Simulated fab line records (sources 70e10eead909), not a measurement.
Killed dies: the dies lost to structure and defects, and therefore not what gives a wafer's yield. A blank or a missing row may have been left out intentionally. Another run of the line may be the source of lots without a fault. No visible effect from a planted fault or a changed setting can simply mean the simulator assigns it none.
Matching of chambers | flow nand harc | 4 sister chambers for NHARC_A_WL_FILL_CMP_12 on cmp-02
The step polishes, t overpolish 30 s, target thk 75 nm. 14 wafers are shown with their chamber, then 7 later ones without.

== WAFERS WITH THEIR CHAMBER ==
wafer  | chamber | motor current A (A) | time to endpoint s (s) | edge zone pressure frac
L625.2 | 3       | 12.4                | 16.0                   | 0.999
L625.3 | 0       | 11.8                | 18.5                   | 0.995
L625.5 | 3       | 11.9                | 16.2                   | 1.000
L626.2 | 1       | 12.6                | 17.2                   | 1.000
L626.4 | 3       | 12.7                | 15.6                   | 0.998
L626.5 | 1       | 12.9                | 16.2                   | 0.982
L622.1 | 3       | 12.1                | 15.0                   | 0.999
L622.2 | 1       | 12.7                | 15.6                   | 0.999
L622.3 | 2       | 13.3                | 18.0                   | 0.997
L634.1 | 3       | 12.1                | 17.6                   | 1.002
L634.2 | 2       | 12.1                | 18.1                   | 1.008
L634.3 | 1       | 13.0                | 12.3                   | 0.997
L631.1 | 2       | 13.5                | 18.9                   | 1.007
L631.5 | 3       | 12.2                | 18.0                   | 0.990

SIGNATURES (means of the wafers above)
reading                 | chamber 0 | chamber 1 | chamber 2 | chamber 3 | scatter within a chamber
motor current A         | 11.800    | 12.800    | 12.967    | 12.233    | 0.405
time to endpoint s      | 18.500    | 15.325    | 18.333    | 16.400    | 1.44
edge zone pressure frac | 0.99500   | 0.99450   | 1.00400   | 0.99800   | 0.00611
Rule: for a wafer and a chamber, the distance is found by dividing, reading by reading, the gap between the wafer's reading and the chamber's mean by the reading's scatter, squaring, summing and taking the root. The wafer belongs to the nearest chamber; if the next one is less than 2 further off, it can't be placed. The scatter: the root of (the sum of the squares of (reading less its chamber's mean) over the shown wafers, divided by (wafers less chambers)).

== WAFERS MISSING THEIR CHAMBER ==
wafer  | motor current A (A) | time to endpoint s (s) | edge zone pressure frac
L631.6 | 13.1                | 20.7                   | 1.001
L640.1 | 13.1                | 20.4                   | 1.002
L640.2 | 12.9                | 17.4                   | 1.000
L640.4 | 11.8                | 15.2                   | 1.004
L642.2 | 11.9                | 17.4                   | 0.994
L642.3 | 12.6                | 12.0                   | 1.003
L642.4 | 13.0                | 15.3                   | 1.003

== CHAMBER TAKEN BY EACH ==
wafer  | from the rows above               | in truth
L631.6 | can't be placed: 2 or 0 or 3      | 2
L640.1 | 2                                 | 2
L640.2 | can't be placed: 2 or 1 or 3      | 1
L640.4 | can't be placed: 3 or 0 or 1 or 2 | 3
L642.2 | can't be placed: 0 or 3 or 1      | 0
L642.3 | can't be placed: 1 or 3 or 2      | 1
L642.4 | can't be placed: 1 or 2 or 3      | 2
1 of 7 placed correctly. Cannot be placed on the basis of these rows: 6; the candidates contain the true chamber in 6. Number placed wrongly: 0.
